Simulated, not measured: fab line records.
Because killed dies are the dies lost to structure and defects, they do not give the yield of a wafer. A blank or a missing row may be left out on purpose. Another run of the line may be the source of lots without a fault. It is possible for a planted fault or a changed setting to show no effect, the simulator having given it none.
Which of the tools did it? / flow n5Finfet / 11 lots, 32 wafers sampled, at 2 steps of a route of 1938

WHAT THE GAUGES SHOWED, per wafer
N5_MIM_BOT_LITHO_INSPECT_12: inspects for defects (macro).
lot=L327; measured=day 11 11:10; on=defectInspect-02; rawDefectCount=1 0 4
lot=L328; measured=day 12 04:28; on=defectInspect-02; rawDefectCount=0 2
lot=L331; measured=day 12 17:41; on=defectInspect-01; rawDefectCount=3 2 1
lot=L332; measured=day 12 23:37; on=defectInspect-01; rawDefectCount=3 2 3
lot=L333; measured=day 13 04:19; on=defectInspect-02; rawDefectCount=5 1 1
lot=L335; measured=day 14 02:57; on=defectInspect-01; rawDefectCount=1 1 1
lot=L342; measured=day 15 07:43; on=defectInspect-02; rawDefectCount=2 4 2
lot=L348; measured=day 16 20:31; on=defectInspect-01; rawDefectCount=3 5 4
lot=L346; measured=day 17 04:16; on=defectInspect-02; rawDefectCount=2 1 3
lot=L349; measured=day 17 16:32; on=defectInspect-02; rawDefectCount=2 3 3
lot=L350; measured=day 17 16:52; on=defectInspect-01; rawDefectCount=1 1 1

EACH LOT AND THE TOOL THAT RAN IT (in order: tool; ch and the chambers of the sampled wafers; start)
lot=L327; N5_MIM_TOP_ETCH_STRIP_01=rieDiel-03 ch 0,1,3, day 11 10:35
lot=L328; N5_MIM_TOP_ETCH_STRIP_01=rieDiel-02 ch 3, day 12 03:53
lot=L331; N5_MIM_TOP_ETCH_STRIP_01=rieDiel-03 ch 1,3, day 12 17:13
lot=L332; N5_MIM_TOP_ETCH_STRIP_01=rieDiel-03 ch 0,1,3, day 12 23:08
lot=L333; N5_MIM_TOP_ETCH_STRIP_01=rieDiel-02 ch 0,3, day 13 03:51
lot=L335; N5_MIM_TOP_ETCH_STRIP_01=rieDiel-01 ch 0,3, day 14 02:28
lot=L342; N5_MIM_TOP_ETCH_STRIP_01=rieDiel-03 ch 1,2, day 15 07:08
lot=L348; N5_MIM_TOP_ETCH_STRIP_01=rieDiel-03 ch 0,2, day 16 20:02
lot=L346; N5_MIM_TOP_ETCH_STRIP_01=rieDiel-03 ch 0,1,2, day 17 03:47
lot=L349; N5_MIM_TOP_ETCH_STRIP_01=rieDiel-02 ch 1,2, day 17 16:02
lot=L350; N5_MIM_TOP_ETCH_STRIP_01=rieDiel-03 ch 1,2,3, day 17 16:23
- N5_MIM_TOP_ETCH_STRIP_01: strips in O2.

THE ANSWER, worked out from the rows above alone
Rule: usual is defined by the lots themselves. The widest of any qualifying gaps counts: lots, ordered by their means at a reading, are off when they make up no more than a third of the lots, leave a main group of 4 or more, and stand apart from it by 3 or more times the standard deviation of that group's means. A main group is skipped when, at the precision printed for the reading in the tables above, its means are all equal. A lot without any number at a reading at which 4 lots or more have one is off too. Where the step has rows for the other lots, those lots are counted as sound.
Nothing can be told from this: no lot is off at any reading shown.

WHAT WAS PUT IN BY THE SIMULATOR
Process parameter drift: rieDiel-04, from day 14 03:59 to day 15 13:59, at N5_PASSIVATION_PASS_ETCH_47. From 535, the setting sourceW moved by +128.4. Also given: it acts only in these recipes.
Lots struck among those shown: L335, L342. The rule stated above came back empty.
